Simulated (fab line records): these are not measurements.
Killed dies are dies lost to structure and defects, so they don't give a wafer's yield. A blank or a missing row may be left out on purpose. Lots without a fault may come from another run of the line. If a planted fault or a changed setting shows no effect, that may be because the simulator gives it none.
What tool caused it? -- flow n5_finfet -- Sampling: 9 lots, 27 wafers, 2 of 1938 route steps

WHAT THE GAUGES READ, wafer by wafer
N5_BEOL_M4_RC_MEAS_101. Usual: DIBL_N 36.4 mV/V, standard deviation 1.2; DIBL_P 36.1 mV/V, standard deviation 1.6; IOFF_N 0.156 nA/um, standard deviation 0.024; IOFF_P 0.21 nA/um, standard deviation 0.031; ION_N 674 uA/um, standard deviation 11; ION_P 463 uA/um, standard deviation 6.9; SS_N 71.5 mV/dec, standard deviation 0.5; SS_P 73.2 mV/dec, standard deviation 0.55; VT_N 250.0 mV, standard deviation 2.9; VT_P -250 mV, standard deviation 3.6.
lot,measured,on,DIBL_N (mV/V),DIBL_P (mV/V),IOFF_N (nA/um),IOFF_P (nA/um),ION_N (uA/um),ION_P (uA/um),SS_N (mV/dec),SS_P (mV/dec),VT_N (mV),VT_P (mV),flag
L627,day 7 22:36,prober-02,37.7 35.5 36.2,38.4 36.8 37.6,0.178 0.155 0.157,0.22 0.20 0.20,671 675 679,462 464 464,72.2 71.2 70.8,73.5 72.9 72.7,250.2 251.4 250.2,-250 -251 -252,
L628,day 7 23:52,prober-01,36.0 35.7 36.9,35.3 35.0 35.9,0.151 0.147 0.168,0.23 0.22 0.24,682 677 679,472 471 469,71.9 72.0 71.3,73.1 72.9 72.6,250.8 251.0 247.8,-246 -246 -245,
L630,day 8 06:26,prober-02,35.5 35.4 37.9,36.6 36.2 39.3,0.160 0.146 0.207,0.20 0.18 0.24,675 661 679,456 450 463,71.5 71.3 71.7,73.7 73.5 75.0,248.2 250.2 244.5,-252 -257 -249,
L631,day 8 21:00,prober-02,37.3 35.2 36.6,39.6 37.1 38.4,0.204 0.160 0.183,0.26 0.22 0.24,698 669 676,473 459 461,72.3 71.4 71.8,73.9 73.7 73.5,245.0 249.5 247.5,-250 -248 -250,
L632,day 9 01:47,prober-01,35.2 35.9 35.2,34.7 36.4 34.3,0.133 0.144 0.134,0.20 0.22 0.20,668 671 665,468 468 461,71.4 72.3 71.2,73.0 73.8 72.9,250.7 251.6 253.1,-249 -246 -250,
L641,day 11 03:54,prober-02,36.6 35.8 34.6,35.0 34.9 33.3,0.154 0.151 0.127,0.19 0.18 0.17,681 684 665,463 460 452,71.8 71.6 71.5,73.3 73.0 73.3,252.5 249.4 253.1,-252 -254 -257,
L642,day 11 12:38,prober-02,37.7 35.5 35.6,36.7 34.2 34.6,0.170 0.130 0.140,0.20 0.16 0.17,672 667 671,455 460 460,71.7 70.6 71.4,74.1 73.1 73.3,250.4 253.5 252.1,-252 -256 -254,
L649,day 14 02:38,prober-02,37.1 36.2 36.1,37.7 36.1 36.2,0.179 0.154 0.154,0.23 0.20 0.20,668 657 670,464 455 460,71.8 71.2 71.6,74.1 73.4 73.5,247.6 252.0 250.1,-249 -253 -253,
L650,day 14 02:44,prober-01,35.8 35.0 35.1,35.8 34.4 34.8,0.156 0.141 0.140,0.19 0.17 0.17,678 674 681,464 452 464,71.4 72.0 71.5,73.8 73.3 72.8,248.1 251.6 248.5,-253 -255 -254,

N5_BEOL_M13_CD_MEAS_10: target cd 190 nm. Usual: 190.3 nm for cd_nm, sd 1.
lot,measured,on,cd_nm (nm),flag
L627,day 10 16:56,cd_sem-01,189.0 189.5 188.9,
L628,day 10 17:59,cd_sem-01,190.0 191.2 191.0,
L630,day 10 19:13,cd_sem-02,189.7 188.5 188.8,
L631,day 11 09:34,cd_sem-01,188.5 189.4 189.6,
L632,day 11 20:38,cd_sem-01,189.0 189.4 188.0,
L641,day 14 04:23,cd_sem-02,190.7 190.5 190.1,
L642,day 14 11:32,cd_sem-03,191.1 191.7 191.2,
L649,day 17 03:28,cd_sem-03,191.5 191.8 191.8,
L650,day 17 02:51,cd_sem-02,190.6 191.5 191.7,

TOOL THAT RAN EACH LOT (tool first, then ch and the chambers of the sampled wafers, then the start)
There is no process step in the record ahead of these readings.

WHAT THE TOOLS THEMSELVES READ (means of the sampled wafers that have a number; where no wafer has one, the mark that the record gives instead)
The record holds no such reading with a usual standard deviation.

THE ANSWER, worked out from the rows above alone
Rule: take the mean of a lot's wafers that have a number; if it is more than 3 standard deviations from the usual mean, the lot is off. Also off: a lot with no number at a reading for which 4 or more lots have one. Any other lot the step has rows for is counted as sound. The gauges are gone through in route order, then the tools' own readings, and for those a lot's mean is taken as printed above. At the first step where some lot is off, the reading lying furthest off is the one used; lots without a number count as furthest.
Across all readings shown, no lot is off: no conclusion can be drawn from this.

WHAT THE SIMULATOR HAD INSERTED
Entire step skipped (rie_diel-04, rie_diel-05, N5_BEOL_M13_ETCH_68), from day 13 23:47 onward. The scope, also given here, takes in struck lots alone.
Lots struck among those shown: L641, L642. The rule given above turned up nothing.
